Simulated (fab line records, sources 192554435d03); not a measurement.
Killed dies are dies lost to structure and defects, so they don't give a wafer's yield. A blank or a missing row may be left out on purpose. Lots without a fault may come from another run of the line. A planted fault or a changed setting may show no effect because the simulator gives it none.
Chamber matching | flow n5_finfet | N5_BEOL_M3_DESCUM_16 on rie_diel-05: 4 sister chambers
The step chemistry O2, time 7 s. 22 wafers are shown with their chamber, then 11 later ones without.

WAFERS WITH THEIR CHAMBER
wafer  | chamber | drypump_motor_current_A (A) | throttle_valve_pct (%) | showerhead_plenum_p_Torr (Torr)
L078.1 | 2       | 5.7                         | 19.89                  | 2.11
L078.5 | 0       | 6.4                         | 20.54                  | 2.03
L078.6 | 2       | 5.7                         | 19.92                  | 2.11
L079.1 | 2       | 5.7                         | 19.91                  | 2.11
L079.4 | 3       | 5.5                         | 20.31                  | 2.13
L079.5 | 2       | 5.8                         | 19.90                  | 2.11
L080.3 | 0       | 6.4                         | 20.53                  | 2.03
L080.4 | 2       | 5.7                         | 19.92                  | 2.11
L080.5 | 0       | 6.4                         | 20.54                  | 2.03
L082.3 | 0       | 6.4                         | 20.54                  | 2.02
L082.5 | 1       | 5.4                         | 20.01                  | 2.10
L082.6 | 0       | 6.4                         | 20.54                  | 2.02
L085.1 | 2       | 5.7                         | 19.93                  | 2.11
L085.4 | 0       | 6.4                         | 20.56                  | 2.02
L085.5 | 1       | 5.4                         | 20.03                  | 2.10
L087.1 | 0       | 6.4                         | 20.55                  | 2.02
L087.5 | 1       | 5.4                         | 20.02                  | 2.10
L087.6 | 0       | 6.4                         | 20.56                  | 2.02
L090.4 | 1       | 5.4                         | 20.03                  | 2.10
L090.5 | 1       | 5.4                         | 20.03                  | 2.10
L090.6 | 0       | 6.4                         | 20.57                  | 2.02
L091.2 | 3       | 5.5                         | 20.33                  | 2.12

SIGNATURES (means of the wafers above)
reading                  | chamber 0 | chamber 1 | chamber 2 | chamber 3 | scatter within a chamber
drypump_motor_current_A  | 6.400     | 5.400     | 5.717     | 5.500     | 0.0215
throttle_valve_pct       | 20.5478   | 20.0240   | 19.9117   | 20.3200   | 0.0128
showerhead_plenum_p_Torr | 2.0233    | 2.1000    | 2.1100    | 2.1250    | 0.00373
Rule: a wafer's distance from a chamber is the root of the sum, over the readings, of the square of ((its reading less the chamber's mean) divided by the reading's scatter). The wafer belongs to the nearest chamber; if the next one is less than 2 further off, it can't be placed. The scatter: the root of (the sum of the squares of (reading less its chamber's mean) over the shown wafers, divided by (wafers less chambers)).

WAFERS WITHOUT THEIR CHAMBER
wafer  | drypump_motor_current_A (A) | throttle_valve_pct (%) | showerhead_plenum_p_Torr (Torr)
L091.4 | 5.7                         | 19.94                  | 2.10
L091.6 | 5.7                         | 19.94                  | 2.10
L092.1 | 6.4                         | 20.58                  | 2.02
L092.2 | 5.7                         | 19.96                  | 2.10
L092.3 | 5.5                         | 20.33                  | 2.12
L095.2 | 6.4                         | 20.61                  | 2.02
L095.5 | 5.7                         | 19.96                  | 2.10
L095.6 | 5.4                         | 20.05                  | 2.10
L096.2 | 5.8                         | 19.96                  | 2.10
L096.4 | 5.5                         | 20.06                  | 2.09
L096.5 | 5.8                         | 19.94                  | 2.10

WHICH CHAMBER EACH WENT THROUGH
wafer  | from the rows above | in truth
L091.4 | 2                   | 2
L091.6 | 2                   | 2
L092.1 | 0                   | 0
L092.2 | 2                   | 2
L092.3 | 3                   | 3
L095.2 | 0                   | 0
L095.5 | 2                   | 2
L095.6 | 1                   | 1
L096.2 | 2                   | 2
L096.4 | 1                   | 1
L096.5 | 2                   | 2
Placed correctly: 11 of 11. Can't be placed from these rows: 0. Placed wrongly: 0.
